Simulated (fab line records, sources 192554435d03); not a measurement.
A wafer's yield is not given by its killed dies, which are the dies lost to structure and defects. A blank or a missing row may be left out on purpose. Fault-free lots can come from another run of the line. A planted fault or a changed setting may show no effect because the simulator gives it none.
Which of the tools did it? :: flow n5-finfet :: Sampling: 11 lots, 33 wafers, 3 of 1938 route steps

## WHAT THE GAUGES SHOWED, per wafer
N5_BEOL_M3_THK_MEAS_53: measures by xrf.
lot: L148
measured: day 7 22:17
on: film-metro-02
M3_THK (nm): 37.8 37.3 41.0

lot: L147
measured: day 8 02:28
on: film-metro-01
M3_THK (nm): 40.7 39.7 40.0

lot: L150
measured: day 8 19:42
on: film-metro-02
M3_THK (nm): 37.2 39.1 40.6

lot: L152
measured: day 9 08:09
on: film-metro-02
M3_THK (nm): 37.1 38.3 39.0

lot: L161
measured: day 11 15:29
on: film-metro-02
M3_THK (nm): 39.9 39.6 39.8

lot: L160
measured: day 12 01:26
on: film-metro-01
M3_THK (nm): 40.0 39.8 40.2

lot: L164
measured: day 12 06:58
on: film-metro-01
M3_THK (nm): 38.9 39.2 42.5

lot: L162
measured: day 12 11:15
on: film-metro-02
M3_THK (nm): 37.2 39.0 40.0

lot: L165
measured: day 12 16:34
on: film-metro-02
M3_THK (nm): 37.5 39.9 38.7

lot: L166
measured: day 13 03:20
on: film-metro-02
M3_THK (nm): 39.2 40.9 43.1

lot: L167
measured: day 13 14:08
on: film-metro-02
M3_THK (nm): 38.1 40.2 39.8

## WHICH TOOL RAN EACH LOT (tool, then ch and the chambers of the sampled wafers, then the start)
lot: L148
N5_BEOL_M3_ANNEAL_49: pvd-sputter-02, day 7 18:26
N5_BEOL_M3_SPUTTER_90: pvd-sputter-02, day 7 19:27

lot: L147
N5_BEOL_M3_ANNEAL_49: pvd-sputter-02, day 7 23:59
N5_BEOL_M3_SPUTTER_90: pvd-sputter-02, day 8 01:01

lot: L150
N5_BEOL_M3_ANNEAL_49: pvd-sputter-02, day 8 12:33
N5_BEOL_M3_SPUTTER_90: pvd-sputter-02, day 8 13:34

lot: L152
N5_BEOL_M3_ANNEAL_49: pvd-sputter-02, day 9 03:29
N5_BEOL_M3_SPUTTER_90: pvd-sputter-02, day 9 04:31

lot: L161
N5_BEOL_M3_ANNEAL_49: pvd-sputter-02, day 11 12:45
N5_BEOL_M3_SPUTTER_90: pvd-sputter-02, day 11 13:46

lot: L160
N5_BEOL_M3_ANNEAL_49: pvd-sputter-02, day 11 22:58
N5_BEOL_M3_SPUTTER_90: pvd-sputter-02, day 11 23:59

lot: L164
N5_BEOL_M3_ANNEAL_49: pvd-sputter-01, day 12 04:29
N5_BEOL_M3_SPUTTER_90: pvd-sputter-01, day 12 05:30

lot: L162
N5_BEOL_M3_ANNEAL_49: pvd-sputter-01, day 12 08:47
N5_BEOL_M3_SPUTTER_90: pvd-sputter-01, day 12 09:48

lot: L165
N5_BEOL_M3_ANNEAL_49: pvd-sputter-02, day 12 14:05
N5_BEOL_M3_SPUTTER_90: pvd-sputter-02, day 12 15:07

lot: L166
N5_BEOL_M3_ANNEAL_49: pvd-sputter-01, day 12 22:46
N5_BEOL_M3_SPUTTER_90: pvd-sputter-01, day 13 01:53

lot: L167
N5_BEOL_M3_ANNEAL_49: pvd-sputter-01, day 13 11:38
N5_BEOL_M3_SPUTTER_90: pvd-sputter-01, day 13 12:39
- N5_BEOL_M3_ANNEAL_49: time 240 s.
- N5_BEOL_M3_SPUTTER_90: material Cu, target thk 4.5 nm, time 8.29 s.

## THE ANSWER, worked out from the rows above alone
Rule: the lots themselves supply what counts as usual. The widest of any qualifying gaps counts: lots, ordered by their means at a reading, are off when they make up no more than a third of the lots, leave a main group of 4 or more, and stand apart from it by 3 or more times the standard deviation of that group's means. A main group is skipped when, at the precision printed for the reading in the tables above, its means are all equal. A lot without any number at a reading at which 4 lots or more have one is off too. All remaining lots with rows at the step are treated as sound.
No lot is off at any reading shown: from this, nothing can be told.

## WHAT WAS PUT IN BY THE SIMULATOR
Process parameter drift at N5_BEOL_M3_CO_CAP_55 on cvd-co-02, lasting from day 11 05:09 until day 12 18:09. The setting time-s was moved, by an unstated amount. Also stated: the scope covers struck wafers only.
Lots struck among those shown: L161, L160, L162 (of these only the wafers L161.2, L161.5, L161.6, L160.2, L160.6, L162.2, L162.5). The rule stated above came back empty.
